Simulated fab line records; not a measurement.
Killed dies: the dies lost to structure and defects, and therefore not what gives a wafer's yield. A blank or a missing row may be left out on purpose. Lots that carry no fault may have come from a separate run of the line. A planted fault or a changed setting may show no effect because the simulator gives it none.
Which of the tools did it?    flow n5_finfet    9 lots, 27 wafers sampled, at 5 steps of a route of 1938

WHAT EACH GAUGE READ, for each wafer
N5_BEOL_M4_RC_MEAS_101.
lot   measured      on         DIBL_N (mV/V)
L636  day 8 20:48   prober-02  35.8 36.6 36.6
L638  day 9 12:06   prober-02  34.8 37.0 36.3
L643  day 11 03:57  prober-01  35.2 35.8 37.1
L645  day 10 09:16  prober-01  38.3 38.0 38.2
L646  day 11 11:47  prober-02  37.8 37.7 35.8
L653  day 13 05:35  prober-01  36.0 34.9 36.2
L655  day 13 05:46  prober-02  39.8 34.7 37.9
L657  day 13 23:15  prober-02  35.5 38.6 36.9
L658  day 14 19:29  prober-01  36.1 37.3 33.1

TOOL THAT RAN EACH LOT (tool first, then ch and the chambers of the sampled wafers, then the start)
lot   N5_GATE_CUT_ETCH_19                N5_GATE_CUT_VAPOR_ETCH_48         N5_GATE_CUT_VAPOR_ETCH_49         N5_MOL_CONTACT_COAG_COAT_103
L636  rie_diel-02 ch 0,1, day 5 01:07    rie_metal-01 ch 1, day 5 01:37    rie_metal-01 ch 1, day 5 01:40    litho_track-03 ch 0, day 5 05:04
L638  rie_diel-04 ch 0,2,3, day 5 02:40  rie_metal-03 ch 0,1, day 5 02:57  rie_metal-03 ch 0,1, day 5 02:59  litho_track-02 ch 0, day 5 06:19
L643  rie_diel-04 ch 2,3, day 6 08:44    rie_metal-03 ch 0,1, day 6 09:02  rie_metal-03 ch 0,1, day 6 09:04  litho_track-03 ch 0, day 6 12:23
L645  rie_diel-04 ch 0,1,2, day 6 22:56  rie_metal-01 ch 0,1, day 6 23:14  rie_metal-01 ch 0,1, day 6 23:16  litho_track-03 ch 0, day 7 02:02
L646  rie_diel-05 ch 2,3, day 7 03:06    rie_metal-02 ch 0,1, day 7 03:27  rie_metal-02 ch 0,1, day 7 03:29  litho_track-05 ch 0, day 7 06:18
L653  rie_diel-05 ch 0,1,2, day 8 22:35  rie_metal-02 ch 0,1, day 8 22:52  rie_metal-02 ch 0,1, day 8 22:54  litho_track-02 ch 0, day 9 02:55
L655  rie_diel-05 ch 0,2,3, day 9 08:36  rie_metal-03 ch 0,1, day 9 08:53  rie_metal-03 ch 0,1, day 9 08:55  litho_track-03 ch 0, day 9 11:42
L657  rie_diel-04 ch 0,1,2, day 9 17:59  rie_metal-02 ch 1, day 9 18:28    rie_metal-02 ch 1, day 9 18:32    litho_track-02 ch 0, day 9 21:46
L658  rie_diel-02 ch 0,2,3, day 9 23:50  rie_metal-02 ch 1, day 10 00:18   rie_metal-02 ch 1, day 10 00:22   litho_track-03 ch 0, day 10 03:13
- N5_GATE_CUT_ETCH_19: etches SiNx in CH3F/O2, target depth 53.7 nm, time 76.7 s.
- N5_GATE_CUT_VAPOR_ETCH_48: etches TiN in BCl3/Cl2.
- N5_GATE_CUT_VAPOR_ETCH_49: etches TiAlC in BCl3/Cl2.
- N5_MOL_CONTACT_COAG_COAT_103: time 60 s, resist thk 80 nm.

THE ANSWER, worked out from the rows above alone
Rule: the lots themselves supply what counts as usual. The widest of any qualifying gaps counts: lots, ordered by their means at a reading, are off when they make up no more than a third of the lots, leave a main group of 4 or more, and stand apart from it by 3 or more times the standard deviation of that group's means. The tables above print the reading to a certain number of digits; a main group whose means all agree to those digits is not used. Also off: a lot with no number at a reading for which 4 or more lots have one. Any other lot the step has rows for is counted as sound.
No lot is off at any reading shown: from this, nothing can be told.

WHAT THE SIMULATOR PUT IN
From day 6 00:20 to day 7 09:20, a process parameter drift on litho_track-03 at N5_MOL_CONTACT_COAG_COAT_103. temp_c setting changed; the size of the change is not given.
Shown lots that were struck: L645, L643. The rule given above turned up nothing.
